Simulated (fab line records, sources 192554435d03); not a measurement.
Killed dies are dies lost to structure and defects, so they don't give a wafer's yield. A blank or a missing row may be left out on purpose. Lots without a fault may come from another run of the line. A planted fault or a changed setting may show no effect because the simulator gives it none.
Chamber matching | flow n5_finfet | N5_BEOL_M2_ALD_84 on ald_metal-02: 4 sister chambers
The step deposits TaN, pulse time 2 s, purge time 3 s, co reactant purge time 2 s. 4 wafers are shown with their chamber, then 9 later ones without.

WAFERS WITH THEIR CHAMBER
wafer  | chamber | heater_power_w (W)
L079.3 | 3       | 421
L083.6 | 1       | 415
L087.2 | 0       | 395
L087.6 | 2       | 383

WAFERS WITHOUT THEIR CHAMBER
wafer  | heater_power_w (W)
L091.1 | 413
L091.2 | 416
L091.3 | 382
L091.4 | 424
L091.5 | 418
L091.6 | 412
L096.4 | 387
L096.5 | 412
L096.6 | 390

WHICH CHAMBER EACH WENT THROUGH
wafer  | from the rows above     | in truth
L091.1 | can't be placed: 1 or 3 | 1
L091.2 | can't be placed: 1 or 3 | 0
L091.3 | 2                       | 2
L091.4 | can't be placed: 3 or 1 | 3
L091.5 | can't be placed: 1 or 3 | 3
L091.6 | can't be placed: 1 or 3 | 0
L096.4 | can't be placed: 2 or 0 | 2
L096.5 | can't be placed: 1 or 3 | 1
L096.6 | can't be placed: 0 or 2 | 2
Placed correctly: 1 of 9. Can't be placed from these rows: 8 (the true chamber is among the candidates in 6). Placed wrongly: 0.
How it was worked out, from the rows above alone: a wafer's distance from a chamber is the root of the sum, over the readings, of the square of ((its reading less the chamber's mean) divided by the reading's scatter). The wafer belongs to the nearest chamber; if the next one is less than 2 further off, it can't be placed. A chamber's mean is the mean of its shown wafers. The scatter: with one shown wafer a chamber, the root of the mean of the squares of how far each hidden wafer lies from its nearest shown one.
